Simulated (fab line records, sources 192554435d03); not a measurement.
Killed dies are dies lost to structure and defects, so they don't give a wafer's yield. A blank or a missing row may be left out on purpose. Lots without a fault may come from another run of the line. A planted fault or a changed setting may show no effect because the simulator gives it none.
fab line records | flow n5_finfet | part 1 of 2: steps 1 to 5 of 6
record lots=8 wafers=24 last_day=19
route steps=1938 shown SD_EPI_N@275 SD_EPI_P@306 BEOL_M4@1111 PASSIVATION@1936
lots that met no fault: from a run of the same line without faults
start_h: hours from the record's first day to the start of the lot's first wafer shown | wait_h: hours since the lot's step before | " the same as in the row above | L1.1+2: a row that stands for several wafers | - no value, or no start given | * or withheld: withheld | < > ~ a bound
route shown NAME@n: a module of which the file shows steps, and the number in the route of the first | usual: mean/standard deviation of fault-free wafers | same: alike in all rows | chamber/n: place in a boat | sites: the reading at each site | _std_site: their standard deviation | _edge_site: outer sites' mean less inner sites' | radius_mm: how far each site lies from the wafer's centre | mask NAME#n: copy n | behind: the tool/chamber that last shaped the wafer | hold: why the lot was held/for how many hours/how that ended | device: the transistor (n, p or np) that didn't switch | end of line: the same wafers' tests at the end of the route | a step without rows: its recipe alone | killed: dies lost to structure and defects at the first sort, not the wafer's yield | map: a wafer's dies, x killed, . not, _ none there
set.NAME: the setting as run; set.NAME@STEP: as run at that earlier step | model.NAME: the simulator's own value behind a step, which no gauge read
steps of the route over a sample of lots; a table a step, a row a wafer
services: from which hour (start_h, from the record's first day; less than 0 if before it) a tool's chamber was out of use, for how many hours, and why
## steps
# step N5_SD_EPI_N_ETCH_35
# recipe chemistry=N2/H2 target=SOC overetch_a=1080 mask_material=SiARC temp_c=40 ion_energy_ev=100 source_w=3000 bias_w=133 pressure_mtorr=20 time_s=486 n2_flow_sccm=200 h2_flow_sccm=200
# usual bias_w=133.0/0.39 chamber_pressure_mTorr=20.000/0.018 drypump_motor_current_A=5.9/0.47 h2_flow_sccm=200.0/0.66 oes_product_au=0.70/0.066 rf_fwd_power_W=2995/8.8 rf_vpp_V=241.0/1.1 showerhead_plenum_p_Torr=2.57/0.067 throttle_valve_pct=23.92/0.18
# columns lot.wafer tool chamber start_h wait_h bias_w chamber_pressure_mTorr drypump_motor_current_A h2_flow_sccm oes_product_au rf_fwd_power_W rf_hours_counter_h rf_vpp_V showerhead_plenum_p_Torr throttle_valve_pct
L878.1 rie_diel-01 0 50.35 0.0 133.1 19.990 6.5 200.4 0.86 2990 5 239.0 2.50 23.70
L878.3 " 1 " " 132.9 19.967 5.6 199.1 0.72 3000 121 239.9 2.55 24.07
L878.5 " 0 " " 132.8 20.025 6.5 200.7 0.86 3007 - 240.8 2.50 23.70
L880.1 rie_diel-04 2 62.11 0.0 133.6 19.993 5.6 200.9 0.66 2996 140 239.2 2.54 24.16
L880.2 " 3 " " 133.7 20.015 5.5 199.5 0.61 2990 237 241.3 2.61 24.10
L880.4 " 0 " " 133.2 20.004 6.2 199.4 0.63 2993 - 240.0 2.62 23.83
L881.2 rie_diel-05 3 67.76 0.0 132.6 19.979 6.0 199.8 0.76 2988 56 239.1 2.47 23.82
L881.5 " 2 " " 133.0 20.013 6.1 200.2 0.67 2980 - 242.7 2.64 23.95
L881.6 " 1 " " 133.0 20.011 6.6 200.4 0.73 3002 - 240.1 2.56 23.82
L886.2 rie_diel-01 1 97.44 0.0 132.9 19.979 5.7 199.9 0.70 2986 138 240.1 2.54 24.10
L886.3 " 2 " " 133.8 20.004 5.0 200.0 0.64 3000 214 240.6 2.61 23.49
L886.5 " 0 " " 133.2 20.001 6.5 199.8 0.82 2990 - 240.0 2.49 23.74
L887.3 rie_diel-05 0 103.15 0.0 133.7 19.995 5.7 201.6 0.76 3005 50 242.8 2.70 24.03
L887.4 " 1 " " 132.5 20.016 6.6 200.6 0.72 2980 119 241.3 2.56 23.84
L887.5 " 2 " " 133.1 20.000 6.1 200.0 0.67 2993 - 241.1 2.63 23.95
L894.2 rie_diel-04 3 145.24 0.0 133.4 19.983 5.5 200.4 0.86 3007 7 239.8 2.61 23.87
L894.3 " 0 " " 132.9 19.994 6.2 199.6 0.61 3004 245 241.0 2.61 23.86
L894.6 " 2 " " 133.6 20.009 5.6 200.3 0.65 2994 - 239.2 2.53 24.19
L896.1 rie_diel-05 0 156.28 0.0 133.3 20.012 5.7 200.0 0.75 2984 65 242.2 2.69 24.05
L896.2 " 1 " " 132.9 20.000 6.6 200.7 0.70 2989 134 241.4 2.55 23.85
L896.6 " 0 " " 133.3 19.997 5.7 199.8 0.75 2984 - 241.8 2.69 24.04
L898.1 rie_diel-05 0 174.02 0.0 133.0 19.992 5.7 201.4 0.74 2997 70 242.7 2.69 24.06
L898.2 " 2 " " 132.9 20.000 6.1 201.0 0.66 2997 192 241.2 2.63 24.00
L898.3 " 3 " " 132.1 20.009 6.0 200.0 0.73 2977 88 240.1 2.45 23.87
# step N5_SD_EPI_N_ETCH_45
# recipe chemistry=CH3F/O2 target=SiOCN target_depth_a=60 mask_material=SOC ion_energy_ev=60 bias_w=29 pressure_mtorr=15 source_w=410 Ar_flow_sccm=150 CH3F_flow_sccm=30 O2_flow_sccm=20
# usual CH3F_flow_sccm=30.00/0.099 O2_flow_sccm=19.99/0.056 drypump_motor_current_A=5.9/0.47 oes_product_au=0.78/0.078 rf_fwd_power_W=408.3/1.5 rf_vpp_V=127.5/0.93 showerhead_plenum_p_Torr=2.02/0.051 throttle_valve_pct=23.43/0.15
# columns lot.wafer tool chamber start_h wait_h CH3F_flow_sccm O2_flow_sccm drypump_motor_current_A oes_product_au rf_fwd_power_W rf_hours_counter_h rf_vpp_V showerhead_plenum_p_Torr throttle_valve_pct
L878.1 rie_diel-01 0 50.77 0.1 30.16 20.06 6.5 0.97 410.1 5 126.7 1.97 23.23
L878.3 " 1 " " 29.93 19.95 5.6 0.80 407.7 122 128.4 2.01 23.45
L878.5 " 0 " " 30.06 20.00 6.5 0.97 410.7 - 126.2 1.97 23.22
L880.1 rie_diel-04 2 62.54 0.1 29.99 19.87 5.5 0.75 409.9 140 128.2 2.00 23.61
L880.2 " 3 " " 30.03 20.02 5.5 0.67 406.5 237 126.3 2.05 23.51
L880.4 " 0 " " 29.93 20.08 6.2 0.70 407.4 - 127.2 2.06 23.38
L881.2 rie_diel-05 3 68.18 0.1 29.82 20.03 6.0 0.85 409.1 56 127.3 1.94 23.45
L881.5 " 2 " " 30.08 19.98 6.1 0.75 409.1 - 128.5 2.07 23.55
L881.6 " 1 " " 30.13 19.93 6.6 0.81 408.1 - 128.0 2.01 23.14
L886.2 rie_diel-01 1 97.87 0.1 29.77 19.97 5.7 0.78 408.0 139 127.1 2.00 23.49
L886.3 " 2 " " 29.98 19.99 5.0 0.72 408.9 214 127.5 2.06 23.21
L886.5 " 0 " " 29.90 20.07 6.5 0.92 408.3 - 128.3 1.96 23.24
L887.3 rie_diel-05 0 103.57 0.1 29.91 19.94 5.7 0.85 408.0 50 128.6 2.12 23.43
L887.4 " 1 " " 30.10 19.96 6.6 0.80 410.6 119 127.1 2.01 23.16
L887.5 " 2 " " 30.01 20.08 6.0 0.74 408.2 - 128.9 2.06 23.57
L894.2 rie_diel-04 3 145.66 0.1 30.22 19.94 5.5 0.97 409.0 7 128.2 2.05 23.25
L894.3 " 0 " " 30.09 19.99 6.2 0.68 408.8 245 128.6 2.05 23.42
L894.6 " 2 " " 29.81 20.03 5.6 0.71 409.3 - 128.0 1.99 23.68
L896.1 rie_diel-05 0 156.71 0.1 29.96 19.87 5.7 0.83 404.6 65 128.9 2.11 23.46
L896.2 " 1 " " 29.92 19.86 6.6 0.79 411.2 135 128.4 2.00 23.18
L896.6 " 0 " " 29.93 19.97 5.7 0.83 406.4 - 127.2 2.11 23.43
L898.1 rie_diel-05 0 174.44 0.1 29.99 19.95 5.7 0.83 405.0 70 129.3 2.11 23.46
L898.2 " 2 " " 30.08 19.89 6.0 0.73 409.8 192 126.6 2.06 23.56
L898.3 " 3 " " 30.01 19.93 6.0 0.82 407.9 88 126.7 1.93 23.49
# step N5_SD_EPI_P_DESCUM_14
# recipe chemistry=O2 time_s=7.9 source_power_w=50 bias_power_w=20 pressure_mtorr=20 rf_frequency_hz=2.712e+07 temp_c=40 resist=CAR-ArF-block o2_flow_sccm=225
# usual drypump_motor_current_A=5.7/0.43 oes_product_au=0.80/0.1 rf_fwd_power_W=49.35/0.24 rf_vpp_V=243.1/1.4 showerhead_plenum_p_Torr=2.08/0.074 throttle_valve_pct=20.49/0.21
# columns lot.wafer tool chamber start_h wait_h drypump_motor_current_A oes_product_au rf_fwd_power_W rf_hours_counter_h rf_vpp_V showerhead_plenum_p_Torr throttle_valve_pct
L878.1 rie_diel-02 3 54.71 0.0 5.8 0.84 49.14 50 243.8 2.04 20.69
L878.3 " 2 " " 6.0 0.78 49.26 123 245.0 2.20 20.50
L878.5 " 3 " " 5.8 0.84 49.18 - 242.3 2.04 20.68
L880.1 rie_diel-03 1 67.07 0.0 6.0 0.74 49.57 189 244.7 2.17 20.47
L880.2 " 3 " " 5.5 0.67 48.73 236 242.0 1.98 20.60
L880.4 " 0 " " 4.8 0.93 49.43 5 243.4 2.06 20.18
L881.2 rie_diel-06 0 72.97 0.0 5.2 0.68 49.08 238 242.1 2.07 20.51
L881.5 " 0 " " 5.2 0.68 49.19 - 242.6 2.07 20.50
L881.6 " 3 " " 5.4 0.72 49.59 - 243.4 2.07 20.59
L886.2 rie_diel-03 2 103.51 0.0 5.3 0.72 49.54 213 242.0 1.99 20.61
L886.3 " 3 " " 5.5 0.67 49.09 248 241.5 1.98 20.62
L886.5 " 0 " " 4.7 0.89 49.42 - 243.4 2.06 20.18
L887.3 rie_diel-03 0 107.69 0.0 4.7 0.89 49.22 19 242.6 2.06 20.18
L887.4 " 0 " " 4.7 0.89 49.40 - 242.5 2.06 20.18
L887.5 " 2 " " 5.3 0.72 49.63 - 240.8 1.99 20.61
L894.2 rie_diel-03 1 149.58 0.0 6.0 0.72 49.58 211 245.1 2.16 20.51
L894.3 " 3 " " 5.5 0.96 49.11 5 245.3 2.24 20.23
L894.6 " 3 " " 5.5 0.96 49.02 - 244.8 2.24 20.21
L896.1 rie_diel-02 1 161.44 0.2 6.3 0.93 49.49 19 245.3 2.14 20.17
L896.2 " 3 " " 5.8 0.80 49.05 84 242.1 2.02 20.74
L896.6 " 3 " " 5.8 0.79 48.75 - 243.1 2.02 20.74
L898.1 rie_diel-02 3 179.83 0.0 5.8 0.79 48.88 89 240.8 2.02 20.73
L898.2 " 0 " " 5.6 0.93 49.50 17 242.2 2.06 20.37
L898.3 " 2 " " 6.0 0.74 49.43 162 245.4 2.19 20.54
# step N5_SD_EPI_P_VAPOR_ETCH_44
# recipe chemistry=NF3/Ar target=SiGe30 temp_c=25 time_s=3.3 mode=isotropic
# usual susceptor_temp_C=25.01/0.095 time_s=3.3/0
# columns lot.wafer tool chamber start_h wait_h susceptor_temp_C time_s
L878.1 epi_rpcvd-04 0 55.87 0.1 25.05 3.3
L878.3 " 0 " " 25.09 3.3
L878.5 " 0 " " 25.12 3.3
L880.1 epi_rpcvd-02 0 68.29 0.2 25.03 3.3
L880.2 " 0 " " 25.01 3.3
L880.4 " 0 " " 25.06 3.3
L881.2 epi_rpcvd-02 0 74.24 0.2 25.09 3.3
L881.5 " 0 " " 24.94 3.3
L881.6 " 0 " " 24.92 3.3
L886.2 epi_rpcvd-04 - 104.72 0.1 - -
L886.3 " - " " - -
L886.5 " - " " - -
L887.3 epi_rpcvd-02 - 109.01 0.1 - -
L887.4 " - " " - -
L887.5 " - " " - -
L894.2 epi_rpcvd-04 0 150.78 0.1 24.95 3.3
L894.3 " 0 " " 25.11 3.3
L894.6 " 0 " " 24.96 3.3
L896.1 epi_rpcvd-02 0 162.61 0.1 25.14 3.3
L896.2 " 0 " " 25.01 3.3
L896.6 " 0 " " 24.98 3.3
L898.1 epi_rpcvd-02 0 181.00 0.1 25.19 3.3
L898.2 " 0 " " 25.18 3.3
L898.3 " 0 " " 25.10 3.3
# step N5_BEOL_M4_RC_MEAS_101
# usual CJ_P=5.82/0.15 DIBL_N=36.6/1.3 DIBL_P=36.4/1.4 IOFF_N=0.167/0.023 IOFF_P=0.219/0.029 IOFF_P_85C=3.8/0.42 IOFF_P_LIN=0.104/0.012 ION_N=678/8.7 ION_P=464/6.4 REXT_P=101.3/2.6 SS_N=71.5/0.53 SS_P=73.4/0.57 VT_N=248.5/2.8 VT_P=-249/3.1 VT_P_LVT=-99.0/2.7
# columns lot.wafer tool chamber start_h wait_h CJ_P DIBL_N[mV/V] DIBL_P[mV/V] IOFF_N[nA/um] IOFF_P[nA/um] IOFF_P_85C[nA/um] IOFF_P_LIN[nA/um] ION_N[uA/um] ION_P[uA/um] REXT_P[ohm.um] SS_N[mV/dec] SS_P[mV/dec] VT_N[mV] VT_P[mV] VT_P_LVT[mV]
L878.1 prober-01 0 185.19 0.0 5.73 37.4 37.4 0.195 0.237 4.0 0.108 697 467 97.8 72.2 73.3 243.2 -248 -96.9
L878.3 " 0 " " 5.64 37.8 37.4 0.193 0.224 3.9 0.103 690 465 99.5 70.9 72.9 245.4 -249 -96.9
L878.5 " 0 " " 5.73 36.8 36.8 0.171 0.216 3.8 0.101 683 465 98.0 71.2 73.5 248.1 -250 -97.3
L881.2 prober-02 0 193.25 0.2 5.59 35.6 34.5 0.152 0.219 3.7 0.106 676 470 106.9 71.3 73.5 247.8 -246 -98.6
L881.5 " 0 " " 5.98 37.3 36.0 0.181 0.244 4.2 0.114 685 472 108.9 71.9 73.3 246.9 -247 -97.8
L881.6 " 0 " " 5.99 36.9 36.0 0.180 0.244 4.1 0.114 679 468 107.6 71.7 73.9 249.0 -245 -96.8
L880.1 prober-02 0 196.22 0.0 5.78 35.3 33.7 0.136 0.182 3.3 0.090 658 455 100.2 70.3 73.0 255.9 -250 -101.9
L880.2 " 0 " " 5.86 34.1 32.7 0.125 0.170 3.1 0.087 659 458 97.5 70.5 72.9 253.4 -250 -102.1
L880.4 " 0 " " 6.00 34.1 33.6 0.129 0.179 3.3 0.091 668 458 98.2 70.8 72.8 253.7 -251 -100.5
L886.2 prober-02 0 254.80 0.2 4.36 35.0 23.3 0.133 0.030 0.7 0.020 666 292 304.2 70.6 70.9 252.4 -290 -140.4
L886.3 " 0 " " 4.93 37.0 25.8 0.166 0.036 0.8 0.023 681 302 299.7 71.8 71.4 247.1 -288 -138.2
L886.5 " 0 " " 4.46 37.8 26.1 0.169 0.036 0.8 0.023 669 290 301.7 71.9 71.4 250.5 -287 -138.6
L887.3 prober-01 0 300.31 0.3 4.35 35.0 24.7 0.166 0.033 0.8 0.022 672 290 302.8 71.2 70.9 247.8 -292 -140.3
L887.4 " 0 " " 4.25 37.5 27.2 0.216 0.040 0.9 0.025 671 297 296.3 71.8 71.3 248.1 -289 -138.8
L887.5 " 0 " " 4.64 36.5 26.7 0.195 0.040 0.9 0.025 671 298 298.2 71.5 72.1 247.5 -290 -137.9
L894.2 prober-01 0 317.16 0.2 5.76 36.7 35.2 0.151 0.167 3.0 0.083 675 448 103.7 72.3 73.0 250.5 -255 -102.8
L894.3 " 0 " " 5.79 36.8 37.2 0.157 0.193 3.5 0.091 674 460 101.7 71.7 73.3 248.2 -254 -100.0
L894.6 " 0 " " 5.85 35.3 35.2 0.133 0.169 3.1 0.084 665 453 102.4 71.6 72.5 251.8 -252 -102.0
L896.1 prober-02 0 332.15 0.0 5.91 35.9 35.4 0.156 0.219 3.8 0.104 675 464 99.5 70.9 73.2 246.8 -250 -95.7
L896.2 " 0 " " 5.90 35.2 35.2 0.148 0.225 3.9 0.108 681 472 98.3 70.5 73.5 249.7 -248 -95.3
L896.6 " 0 " " 5.98 36.6 36.0 0.169 0.230 3.9 0.107 681 466 100.8 70.9 73.4 246.5 -248 -96.1
L898.1 prober-01 0 334.52 0.0 5.51 39.3 37.6 0.193 0.207 3.5 0.093 689 461 97.4 71.7 74.3 245.8 -252 -102.9
L898.2 " 0 " " 5.84 37.9 37.0 0.165 0.200 3.4 0.091 679 466 95.9 71.7 73.7 249.2 -253 -102.1
L898.3 " 0 " " 5.87 37.2 36.2 0.149 0.180 3.2 0.084 672 456 97.7 71.6 73.5 252.1 -255 -104.0
## key
first_sign step=N5_SD_EPI_P_VAPOR_ETCH_44 reading=tool_record direction=missing
effect step=N5_BEOL_M4_RC_MEAS_101 reading=REXT_P direction=up sigmas=77 usual=101.3 struck=300.5
effect step=N5_BEOL_M4_RC_MEAS_101 reading=ION_P direction=down sigmas=27 usual=464 struck=295
effect step=N5_BEOL_M4_RC_MEAS_101 reading=VT_P_LVT direction=down sigmas=15 usual=-99.0 struck=-139.0
effect step=N5_BEOL_M4_RC_MEAS_101 reading=VT_P direction=down sigmas=13 usual=-249 struck=-289
effect step=N5_BEOL_M4_RC_MEAS_101 reading=CJ_P direction=down sigmas=9 usual=5.82 struck=4.50
effect step=N5_BEOL_M4_RC_MEAS_101 reading=DIBL_P direction=down sigmas=7.5 usual=36.4 struck=25.6
effect step=N5_BEOL_M4_RC_MEAS_101 reading=IOFF_P_85C direction=down sigmas=7 usual=3.8 struck=0.8
effect step=N5_BEOL_M4_RC_MEAS_101 reading=IOFF_P_LIN direction=down sigmas=6.9 usual=0.104 struck=0.023
effect step=N5_BEOL_M4_RC_MEAS_101 reading=IOFF_P direction=down sigmas=6.3 usual=0.219 struck=0.036
effect step=N5_BEOL_M4_RC_MEAS_101 reading=SS_P direction=down sigmas=3.5 usual=73.4 struck=71.3
effect step=N5_PASSIVATION_PROBE_49 reading=sort_bin_8_speed direction=up sigmas=99+ usual=0 struck=92.58
met_at N5_SD_EPI_P_VAPOR_ETCH_44
struck_lots L886,L887
not_acting_at N5_SD_EPI_N_ETCH_35,N5_SD_EPI_N_ETCH_45,N5_SD_EPI_P_DESCUM_14
onset_between 74.24 104.72
fault kind=skipped_step_whole tool=epi_rpcvd-02,epi_rpcvd-04 chamber=- onset_h=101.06 steps=N5_SD_EPI_P_VAPOR_ETCH_44 scope=struck_lots_only
